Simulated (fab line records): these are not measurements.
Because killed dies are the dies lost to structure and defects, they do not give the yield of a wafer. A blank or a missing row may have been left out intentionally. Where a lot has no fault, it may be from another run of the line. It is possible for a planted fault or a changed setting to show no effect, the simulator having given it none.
The same fault as seen by 2 desks | flow n5_finfet | every desk sees just its own numbers, and what lay behind them comes last

AT THE METROLOGY DESK
Lot by lot, what the gauges showed, no matter which tool ran the lot: averages of those sampled wafers that carry a number. If a lot's mean is further than 4 standard deviations from the usual mean, the lot is out of limits and carries the mark OUT (the distance appears in the brackets). Only the readings that lie furthest out on some lot appear, 7 of the 11 it has.
Columns: A = cd_nm at N5_MOL_CONTACT_COAG_CD_MEAS_137, usual 15.9 nm; B = DIBL_N at N5_BEOL_M4_RC_MEAS_101, usual 37.5 mV/V; C = IOFF_N at N5_BEOL_M4_RC_MEAS_101, usual 0.18 nA/um; D = IOFF_P at N5_BEOL_M4_RC_MEAS_101, usual 0.24 nA/um; E = ION_P at N5_BEOL_M4_RC_MEAS_101, usual 464 uA/um; F = VT_N at N5_BEOL_M4_RC_MEAS_101, usual 249 mV; G = VT_P at N5_BEOL_M4_RC_MEAS_101, usual -249 mV
lot  | first seen here | A    | B    | C    | D    | E   | F   | G
L116 | day 5 04:52     | 15.6 | 38.1 | 0.19 | 0.24 | 468 | 248 | -248
L117 | day 5 09:52     | 15.9 | 37.5 | 0.17 | 0.24 | 462 | 249 | -250
L120 | day 6 03:50     | 15.9 | 37.6 | 0.15 | 0.24 | 467 | 250 | -247
L121 | day 6 07:12     | 15.2 | 35.7 | 0.18 | 0.22 | 464 | 249 | -251
L123 | day 7 00:08     | 15.6 | 37.8 | 0.17 | 0.24 | 456 | 250 | -250
L125 | day 7 12:41     | 15.9 | 38.6 | 0.19 | 0.27 | 469 | 247 | -245
L126 | day 7 17:02     | 16.3 | 36.1 | 0.18 | 0.23 | 460 | 251 | -248
L128 | day 8 07:02     | 16.1 | 37.2 | 0.15 | 0.20 | 464 | 250 | -248
L130 | day 8 15:35     | 15.4 | 37.0 | 0.20 | 0.24 | 462 | 248 | -248
L136 | day 10 04:58    | 16.4 | 40.4 | 0.27 | 0.32 | 478 | 243 | -244
L138 | day 10 16:32    | 15.4 | 36.0 | 0.15 | 0.20 | 469 | 248 | -254
Result from this desk: across the 11 lots, nothing is out of limits.

TOOL OWNER'S DESK, rie_diel-05
The tool's own readings at N5_MOL_CONTACT_COAG_ETCH_65 (etches underlayer in N2/H2, target depth 13 nm, time 10.4 s): means of the sampled wafers that have a number, for each lot that ran on this tool. If a lot's mean is further than 4 standard deviations from the usual mean, the lot is out of limits and carries the mark OUT (the distance appears in the brackets).
Columns: A = drypump_motor_current_A at N5_MOL_CONTACT_COAG_ETCH_65, usual 5.6 A; B = etch_rf_on_time_s at N5_MOL_CONTACT_COAG_ETCH_65, usual 10.4 s; C = oes_product_au at N5_MOL_CONTACT_COAG_ETCH_65, usual 0.66 a.u.; D = rf_vpp_V at N5_MOL_CONTACT_COAG_ETCH_65, usual 525.2 V; E = showerhead_plenum_p_Torr at N5_MOL_CONTACT_COAG_ETCH_65, usual 2.59 Torr; F = throttle_valve_pct at N5_MOL_CONTACT_COAG_ETCH_65, usual 17.87 %
lot  | first seen here | A   | B              | C    | D     | E    | F
L116 | day 5 05:29     | 5.7 | 10.5           | 0.64 | 525.5 | 2.58 | 18.03
L117 | day 5 10:32     | 5.4 | 10.5           | 0.60 | 522.3 | 2.52 | 18.19
L128 | day 8 07:35     | 5.8 | 10.2           | 0.72 | 526.8 | 2.69 | 17.76
L130 | day 8 16:04     | 6.2 | 10.2           | 0.68 | 526.8 | 2.66 | 17.73
L136 | day 10 05:27    | 5.8 | 14.9 (+12) OUT | 0.66 | 526.5 | 2.64 | 17.70
L138 | day 10 17:28    | 5.6 | 15.3 (+13) OUT | 0.65 | 528.9 | 2.73 | 17.85
This desk finds L136, L138 out of limits, L136 being first, at day 10 05:27 (etch_rf_on_time_s at N5_MOL_CONTACT_COAG_ETCH_65). In limits: L116, L117, L128, L130.

PUT TOGETHER
On L136, L138, at day 10 05:27, an alarm was possible from the tool owner's desk.
From the metrology desk's view, nothing was out of limits.
The metrology desk holds a record of L136, L138, inside its limits.
The lots listed all ran N5_MOL_CONTACT_COAG_ETCH_65 on rie_diel-05.

WHAT THE SIMULATOR HAD PUT IN
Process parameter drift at N5_MOL_CONTACT_COAG_ETCH_65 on rie_diel-05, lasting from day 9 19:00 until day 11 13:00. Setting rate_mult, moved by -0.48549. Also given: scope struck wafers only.
Lots struck among those shown: L136, L138.
Time in hours from fault onset to the first out-of-limits reading at each desk: the tool owner's desk, 10.
